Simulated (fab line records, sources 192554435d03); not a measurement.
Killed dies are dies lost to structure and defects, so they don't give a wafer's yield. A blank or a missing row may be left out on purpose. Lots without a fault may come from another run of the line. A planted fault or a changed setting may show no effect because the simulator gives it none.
fab line records | flow n5_finfet
record lots=11 wafers=33 last_day=18
route steps=1938 shown BEOL_M11@1556
lots that met no fault: from a run of the same line without faults
start_h: hours from the record's first day to the start of the lot's first wafer shown | wait_h: hours since the lot's step before | " the same as in the row above | L1.1+2: a row that stands for several wafers | - no value, or no start given | * or withheld: withheld | < > ~ a bound
route shown NAME@n: a module of which the file shows steps, and the number in the route of the first | usual: mean/standard deviation of fault-free wafers | same: alike in all rows | chamber/n: place in a boat | sites: the reading at each site | _std_site: their standard deviation | _edge_site: outer sites' mean less inner sites' | radius_mm: how far each site lies from the wafer's centre | mask NAME#n: copy n | behind: the tool/chamber that last shaped the wafer | hold: why the lot was held/for how many hours/how that ended | device: the transistor (n, p or np) that didn't switch | end of line: the same wafers' tests at the end of the route | a step without rows: its recipe alone | killed: dies lost to structure and defects at the first sort, not the wafer's yield | map: a wafer's dies, x killed, . not, _ none there
set.NAME: the setting as run; set.NAME@STEP: as run at that earlier step | model.NAME: the simulator's own value behind a step, which no gauge read
steps of the route over a sample of lots; a table a step, a row a wafer
services: from which hour (start_h, from the record's first day; less than 0 if before it) a tool's chamber was out of use, for how many hours, and why
## steps
# step N5_BEOL_M11_STRIP_67
# recipe chemistry=CF4 resist=SiARC power_w=300 bias_power_w=75 pressure_mtorr=50 cf4_flow_sccm=150 rf_frequency_hz=6e+07
# usual drypump_motor_current_A=5.8/0.44 oes_product_au=0.74/0.064 rf_vpp_V=271.2/1.7 showerhead_plenum_p_Torr=1.79/0.061 throttle_valve_pct=13.72/0.17
# columns lot.wafer tool chamber start_h wait_h drypump_motor_current_A oes_product_au rf_hours_counter_h rf_vpp_V showerhead_plenum_p_Torr throttle_valve_pct
L192.2 rie_diel-02 0 219.95 0.0 5.7 0.73 176 270.7 1.80 13.64
L192.3 " 1 " " 6.2 0.72 201 272.6 1.86 13.70
L192.4 " 2 " " 4.9 0.73 198 270.1 1.78 13.55
L194.1 rie_diel-05 0 233.45 0.0 5.8 0.82 89 272.5 1.87 13.55
L194.2 " 3 " " 5.6 0.69 233 272.0 1.82 13.66
L194.5 " 1 " " 5.7 0.72 - 270.3 1.71 13.95
L195.1 rie_diel-05 3 246.35 0.0 5.6 0.70 237 273.6 1.82 13.69
L195.2 " 0 " " 5.8 0.81 93 274.3 1.87 13.59
L195.3 " 2 " " 5.6 0.71 232 271.3 1.83 13.69
L198.2 rie_diel-01 2 262.03 0.0 5.9 0.72 209 272.4 1.85 13.86
L198.4 " 0 " " 6.0 0.76 172 269.7 1.72 13.83
L198.5 " 1 " " 6.5 0.85 - 271.2 1.82 13.45
L199.1 rie_diel-05 0 269.51 0.0 5.8 0.81 100 272.5 1.87 13.59
L199.2 " 2 " " 5.6 0.71 238 271.4 1.83 13.70
L199.3 " 1 " " 5.7 0.71 199 268.1 1.71 13.97
L200.1 rie_diel-05 3 282.82 0.0 5.6 0.69 247 271.6 1.82 13.70
L200.3 " 2 " " 5.6 0.71 241 271.7 1.83 13.69
L200.6 " 0 " " 5.9 0.81 - 274.8 1.87 13.61
L202.3 rie_diel-05 1 297.64 0.0 5.7 0.71 207 269.5 1.70 13.99
L202.5 " 0 " " 5.8 0.81 - 272.8 1.87 13.63
L202.6 " 1 " " 5.7 0.71 - 270.9 1.70 14.02
L204.1 rie_diel-05 1 297.90 0.0 5.7 0.70 207 269.9 1.70 14.00
L204.3 " 0 " " 5.8 0.80 108 274.4 1.87 13.61
L204.4 " 0 " " 5.8 0.81 - 272.1 1.87 13.62
L213.2 rie_diel-01 2 351.36 0.0 6.0 0.70 236 273.3 1.84 13.92
L213.3 " 1 " " 6.5 0.83 94 271.6 1.81 13.51
L213.5 " 3 " " 5.0 0.68 - 267.2 1.71 13.74
L212.1 rie_diel-02 0 359.44 0.0 5.7 0.70 217 270.1 1.79 13.72
L212.2 " 2 " " 4.9 0.70 241 271.2 1.76 13.66
L212.5 " 1 " " 6.1 0.69 - 273.4 1.84 13.79
L214.2 rie_diel-02 0 371.01 0.0 5.7 0.69 219 270.9 1.79 13.72
L214.4 " 2 " " 4.9 0.69 243 271.6 1.76 13.65
L214.6 " 2 " " 4.9 0.70 - 270.5 1.76 13.65
# step N5_BEOL_M11_CD_MEAS_18
# recipe pitch_nm=140 target_cd_nm=70
# usual cd_nm=69.8/0.66
# columns lot.wafer tool chamber start_h wait_h cd_nm
L192.2 cd_sem-03 - 220.17 0.1 69.6
L192.3 " - " " 69.5
L192.4 " - " " 68.8
L194.1 cd_sem-02 - 233.67 0.0 69.7
L194.2 " - " " 68.8
L194.5 " - " " 69.3
L195.1 cd_sem-02 - 246.57 0.0 69.3
L195.2 " - " " 69.6
L195.3 " - " " 69.3
L198.2 cd_sem-01 - 262.26 0.1 70.0
L198.4 " - " " 69.3
L198.5 " - " " 69.8
L199.1 cd_sem-03 - 269.73 0.0 69.1
L199.2 " - " " 69.6
L199.3 " - " " 69.2
L200.1 cd_sem-03 - 283.06 0.0 69.4
L200.3 " - " " 70.0
L200.6 " - " " 69.0
L202.3 cd_sem-03 - 298.00 0.1 70.3
L202.5 " - " " 70.5
L202.6 " - " " 69.4
L204.1 cd_sem-02 - 298.13 0.0 69.7
L204.3 " - " " 69.5
L204.4 " - " " 70.7
L213.2 cd_sem-01 - 351.59 0.1 69.2
L213.3 " - " " 69.7
L213.5 " - " " 69.6
L212.1 cd_sem-01 - 359.73 0.0 70.1
L212.2 " - " " 69.5
L212.5 " - " " 70.6
L214.2 cd_sem-03 - 371.23 0.1 70.8
L214.4 " - " " 69.8
L214.6 " - " " 69.8
# step N5_BEOL_M11_ETCH_66
# recipe chemistry=N2/H2 target=SOC target_depth_a=1200 overetch_a=240 mask_material=SiARC temp_c=40 time_s=180 ion_energy_ev=200 pressure_mtorr=30 source_w=840 bias_w=150 n2_flow_sccm=200 h2_flow_sccm=200
# usual drypump_motor_current_A=5.8/0.44 oes_product_au=0.60/0.056 rf_vpp_V=523.7/2.6 showerhead_plenum_p_Torr=2.53/0.087 throttle_valve_pct=17.88/0.19
# columns lot.wafer tool chamber start_h wait_h drypump_motor_current_A oes_product_au rf_hours_counter_h rf_vpp_V showerhead_plenum_p_Torr throttle_valve_pct
L192.2 rie_diel-02 0 221.48 0.0 5.7 0.58 177 524.2 2.52 17.70
L192.3 " 1 " " 6.2 0.57 202 525.8 2.60 17.63
L192.4 " 2 " " 5.0 0.59 198 523.7 2.52 17.76
L194.1 rie_diel-01 1 235.48 0.0 6.5 0.69 59 523.7 2.59 17.83
L194.2 " 0 " " 6.0 0.62 166 521.5 2.43 17.94
L194.5 " 3 " " 5.0 0.57 - 520.1 2.42 18.02
L195.1 rie_diel-01 1 251.27 0.0 6.5 0.70 62 525.4 2.59 17.84
L195.2 " 3 " " 5.0 0.57 216 519.5 2.42 18.02
L195.3 " 0 " " 6.0 0.62 170 522.4 2.42 17.97
L198.2 rie_diel-01 3 263.12 0.0 5.0 0.57 219 520.6 2.42 18.04
L198.4 " 1 " " 6.5 0.70 66 524.0 2.59 17.85
L198.5 " 2 " " 6.0 0.58 - 525.8 2.62 17.96
L199.1 rie_diel-05 0 271.58 0.0 5.9 0.65 100 527.9 2.66 17.77
L199.2 " 1 " " 5.7 0.58 199 520.0 2.41 18.30
L199.3 " 3 " " 5.6 0.56 244 525.7 2.62 17.99
L200.1 rie_diel-02 1 285.48 0.0 6.2 0.57 219 526.3 2.59 17.69
L200.3 " 2 " " 5.0 0.58 217 524.6 2.51 17.79
L200.6 " 2 " " 5.0 0.58 - 521.8 2.51 17.80
L204.1 rie_diel-02 2 299.48 0.0 4.9 0.57 221 521.0 2.51 17.82
L204.3 " 0 " " 5.7 0.57 199 523.6 2.52 17.75
L204.4 " 3 " " 5.9 0.55 235 519.9 2.42 18.07
L202.3 rie_diel-05 2 299.53 0.0 5.6 0.57 246 525.3 2.61 17.84
L202.5 " 0 " " 5.9 0.65 - 525.3 2.66 17.77
L202.6 " 1 " " 5.8 0.57 - 520.6 2.40 18.32
L213.2 rie_diel-05 3 354.54 0.0 5.6 0.73 16 524.4 2.61 17.59
L213.3 " 2 " " 5.6 0.75 7 525.2 2.60 17.42
L213.5 " 3 " " 5.6 0.73 - 526.5 2.61 17.59
L212.1 rie_diel-05 2 363.98 0.0 5.6 0.75 9 525.1 2.60 17.43
L212.2 " 1 " " 5.7 0.56 227 520.2 2.40 18.36
L212.5 " 0 " " 5.9 0.64 - 526.2 2.65 17.83
L214.2 rie_diel-02 1 375.26 0.0 6.1 0.56 246 526.0 2.58 17.72
L214.4 " 2 " " 5.0 0.56 245 522.3 2.50 17.84
L214.6 " 1 " " 6.1 0.56 - 526.7 2.58 17.72
# step N5_BEOL_M11_CMP_52
# recipe stop_on=SiCOH_lowk t_overpolish_s=7 down_force_psi=1 platen_rpm=50 clearing_platen_down_force_psi=1.5 clearing_platen_rpm=50 post_cmp_clean=cu_alkaline target_thk_nm=140 clearing_platen_pad_velocity_m_s=0.99484 pad_velocity_m_s=0.99484
# usual barrier_field_endpoint_s=28.5/0.73 motor_current_A=6.0/0.56 overpolish_run_s=6.999/0.0097 time_to_endpoint_s=65/3.4
# columns lot.wafer tool chamber start_h wait_h barrier_field_endpoint_s motor_current_A overpolish_run_s time_to_endpoint_s
L192.2 cmp-02 1 224.52 0.3 27.6 6.6 6.991 63
L192.4 " 2 " " 27.7 6.1 6.986 62
L192.3 " 3 " " 27.9 6.0 7.002 62
L194.1 cmp-01 3 238.48 0.3 29.2 6.6 6.993 73
L194.2 " 1 " " 28.1 6.6 6.994 65
L194.5 " 0 " " 29.2 5.2 7.001 67
L195.1 cmp-02 3 254.37 0.3 28.0 5.9 7.002 66
L195.2 " 0 " " 28.5 5.3 6.985 66
L195.3 " 2 " " 28.3 5.9 7.009 65
L198.4 cmp-02 2 265.34 0.1 28.1 6.0 6.994 63
L198.2 " 3 " " 28.1 5.7 6.989 60
L198.5 " 2 " " 28.1 5.9 6.996 63
L199.1 cmp-02 2 275.63 0.3 27.2 6.2 6.999 59
L199.3 " 3 " " 15.7 5.6 6.991 35
L199.2 " 0 " " 27.6 5.5 6.997 61
L200.3 cmp-02 0 288.20 0.2 15.9 5.3 7.006 34
L200.1 " 1 " " 28.8 6.0 6.984 63
L200.6 " 0 " " 29.2 5.0 7.012 65
L204.1 cmp-01 2 301.80 0.3 28.2 5.4 6.997 70
L204.4 " 0 " " 28.9 5.4 7.004 69
L204.3 " 1 " " 28.6 6.3 6.990 70
L202.3 cmp-02 0 302.03 0.2 15.4 5.1 7.005 34
L202.5 " 0 " " 28.7 5.5 7.004 63
L202.6 " 1 " " 28.3 6.1 7.018 67
L213.2 cmp-02 2 357.37 0.2 28.3 6.1 7.007 65
L213.3 " 0 " " 29.1 5.2 7.011 71
L213.5 " 2 " " 28.3 6.3 6.999 64
L212.1 cmp-01 2 368.80 0.3 29.1 5.2 6.990 68
L212.2 " 1 " " 28.7 6.8 6.998 69
L212.5 " 2 " " 29.2 5.3 7.003 67
L214.4 cmp-03 3 377.44 0.1 28.0 6.8 6.998 60
L214.2 " 2 " " 29.3 6.7 7.012 65
L214.6 " 0 " " 29.6 6.7 7.000 66
## services
# columns tool chamber start_h hours kind
cmp-02 - 199.17 2.7 repair
cmp-03 - 222.36 9.7 pm
cmp-01 - 224.07 4.0 pm
cmp-03 - 234.65 6.3 repair
cmp-03 - 242.27 2.7 repair
cmp-02 - 243.57 6.4 pm
cmp-02 - 280.02 0.6 repair
rie_diel-05 3 291.67 - clean
rie_diel-05 3 291.67 - consumable_replace:focus_ring
rie_diel-05 3 291.67 12.5 scheduled_down
rie_diel-05 3 291.67 12.5 vent_cycle
cmp-03 - 294.90 1.3 repair
rie_diel-05 2 312.84 - clean
cmp-01 - 319.03 0.4 repair
cmp-03 - 320.45 4.0 pm
cmp-02 - 320.82 2.2 repair
cmp-03 - 327.85 5.0 pm
cmp-02 - 330.30 0.2 repair
cmp-03 - 332.90 6.2 pm
cmp-01 - 350.53 1.4 repair
cmp-02 - 358.86 1.4 repair
cmp-02 - 363.82 4.3 repair
rie_diel-05 0 365.70 8.6 repair
cmp-03 - 371.52 0.7 repair
## key
first_sign step=N5_BEOL_M11_CMP_52 reading=barrier_field_endpoint_s direction=down sigmas=18 usual=28.5 struck=15.7
effect step=N5_BEOL_M11_CMP_52 reading=time_to_endpoint_s direction=down sigmas=9.1 usual=* struck=*
met_at N5_BEOL_M11_CMP_52
struck_lots L199,L200,L202
struck_wafers L199.3,L200.3,L202.3
not_acting_at N5_BEOL_M11_STRIP_67,N5_BEOL_M11_CD_MEAS_18,N5_BEOL_M11_ETCH_66
onset_between 265.34 275.63
fault kind=process_parameter_drift tool=cmp-02 chamber=- onset_h=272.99 steps=N5_BEOL_M11_CMP_52 channel=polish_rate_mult offset=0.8 shape=step end_h=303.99 scope=struck_wafers_only
